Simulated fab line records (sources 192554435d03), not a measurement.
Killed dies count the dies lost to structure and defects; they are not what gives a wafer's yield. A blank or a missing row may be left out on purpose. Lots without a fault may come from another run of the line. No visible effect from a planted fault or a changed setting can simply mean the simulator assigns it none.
Lot-split experiment	flow n5 finfet	21 wafers read from 7 lots, route of 1938 steps

## THE SPLIT
At N5_BEOL_M11_ETCH_62 (etches SOC in N2/H2, target depth 110 nm, overetch 22 nm, time 165 s), the setting bias w was moved away from the recipe's 150 W on 11 of the 21 wafers read, by -8.3% to +17.0%. For the rest of the wafers, this setting stayed at what the recipe calls for.

The reading comes from the split's own step.

## THE READING
rf vpp V, in V, at N5_BEOL_M11_ETCH_62 (etches SOC in N2/H2, target depth 110 nm, overetch 22 nm, time 165 s). Typical for fault-free wafers on this fab line: 524.5 V, with standard deviation 1.8 V.

wafer	tool, chamber at the split	bias w as run, W	against the recipe	rf vpp V, V	against lot-mates on the recipe
L074.3	rie diel-06, 3	150	recipe	519.7	-
L074.5	rie diel-06, 1	175.5	+17.0%	581.0	+58.0
L074.6	rie diel-06, 0	150	recipe	526.2	-
L077.1	rie diel-06, 0	163	+8.7%	555.0	+30.1
L077.2	rie diel-06, 2	163	+8.7%	552.6	+27.7
L077.3	rie diel-06, 1	150	recipe	524.9	-
L078.1	rie diel-02, 0	150	recipe	525.3	-
L078.4	rie diel-02, 2	170.8	+13.9%	570.5	+45.2
L078.5	rie diel-02, 0	170.8	+13.9%	567.8	+42.5
L082.1	rie diel-01, 3	150	recipe	523.5	-
L082.2	rie diel-01, 2	138.5	-7.7%	497.7	-25.8
L082.6	rie diel-01, 1	138.5	-7.7%	499.7	-23.8
L084.2	rie diel-01, 2	150	recipe	522.6	-
L084.4	rie diel-01, 1	150	recipe	526.6	-
L084.5	rie diel-01, 0	150	recipe	525.6	-
L093.1	rie diel-02, 2	150	recipe	525.4	-
L093.4	rie diel-02, 1	150	recipe	522.5	-
L093.6	rie diel-02, 0	137.6	-8.3%	496.3	-27.7
L094.2	rie diel-06, 0	158.1	+5.4%	544.6	no lot-mate on the recipe
L094.4	rie diel-06, 1	158.1	+5.4%	543.2	no lot-mate on the recipe
L094.5	rie diel-06, 2	158.1	+5.4%	541.2	no lot-mate on the recipe

THE FIT
A straight line over all 21 wafers: rf vpp V changes by +3.32 V for each +1% of bias w; r = +1.00; the points scatter about the line by 1.8 V.
The same after taking each lot's own level away (the mean of its wafers on the recipe; 18 wafers): +3.28 V for each +1%; r = +1.00; scatter 1.8 V.
According to that fit, moving bias w by its largest amount changes the reading by 56 V.
Across the lots, their own levels run from 522.95 to 525.30 V, a range of 1.3 times the standard deviation given above.
Hence the lot-to-lot level has little effect on the slope; both slopes agree.
Check: with one of the wafers moved furthest among these (+17.0%) left out of the fit, the line predicts +54.8 V for it against its lot-mates. Against them it came out at +58 V.
Tool readings at the split's step, against how far the setting was moved: rf vpp V r = +1.00.

## THE OTHER SPLITS THESE WAFERS WENT THROUGH
Other splits were also applied to these wafers ahead of the reading. Each is held against what the fit with the lots' levels taken away leaves over:
other split on the same wafers	wafers away from the commonest value	r with rf vpp V (lot level and that fit taken away)
N5_BEOL_M7_DESCUM_33 time s	6	+0.09
N5_BEOL_M7_TRENCH_ETCH_37 source w	5	-0.05
N5_BEOL_M9_TRENCH_ETCH_37 bias w	9	-0.33
N5_BEOL_M10_TRENCH_ETCH_37 bias w	7	+0.05
N5_BEOL_M10_ETCH_41 source w	7	+0.11

## THE WHOLE CHAIN: every reading that the file lists as answering this split, in the file's order
step	what it does	reading	change (the file's fit)	r (the file's)
N5_BEOL_M11_ETCH_62	etches SOC in N2/H2, target depth 110 nm, overetch 22 nm, time 165 s	rf vpp V	+3.31 V for each +1% of the setting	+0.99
N5_BEOL_M11_ETCH_62	etches SOC in N2/H2, target depth 110 nm, overetch 22 nm, time 165 s	SiARC_of_BEOL_M11_COAT_60.thk nm (the simulator's own value, which no gauge read)	-0.0864 nm for each +1% of the setting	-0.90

## FILE'S OWN FIT
rf vpp V changes by +3.31 V for each +1% of bias w, r = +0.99.
